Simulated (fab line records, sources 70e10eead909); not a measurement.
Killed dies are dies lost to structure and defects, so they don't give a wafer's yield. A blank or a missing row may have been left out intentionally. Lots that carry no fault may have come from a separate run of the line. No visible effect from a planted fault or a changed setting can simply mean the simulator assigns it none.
Matching of chambers ; flow nand_harc ; rie_diel-10 running NHARC_A_STAIRCASE_TRIM_220: 4 sister chambers
The step chemistry O2, time 211.2 s. 4 wafers are shown with their chamber, then 10 later ones without.

WAFERS WITH THEIR CHAMBER
wafer;chamber;drypump_motor_current_A (A)
L089.2;0;6.3
L089.3;2;6.0
L091.3;3;5.5
L091.4;1;5.2

WAFERS WITH NO CHAMBER GIVEN
wafer;drypump_motor_current_A (A)
L091.6;6.3
L094.4;5.5
L094.5;6.0
L094.6;5.2
L096.1;5.6
L096.2;6.3
L096.3;5.9
L095.1;6.3
L095.2;5.6
L095.5;6.4

THE CHAMBER EACH PASSED THROUGH
wafer;from the rows above;in truth
L091.6;0;0
L094.4;3;3
L094.5;2;2
L094.6;1;1
L096.1;3;3
L096.2;0;0
L096.3;2;2
L095.1;0;0
L095.2;3;3
L095.5;0;0
Placed correctly: 10 of 10. Can't be placed from these rows: 0. 0 placed wrongly.
How it was worked out, from the rows above alone: a wafer's distance from a chamber is the root of the sum, over the readings, of the square of ((its reading less the chamber's mean) divided by the reading's scatter). The wafer belongs to the nearest chamber; if the next one is less than 2 further off, it can't be placed. The mean given for a chamber averages the wafers shown for that chamber. The scatter (one wafer shown for each chamber): square how far every hidden wafer sits from the nearest shown wafer, average those squares and take the square root.
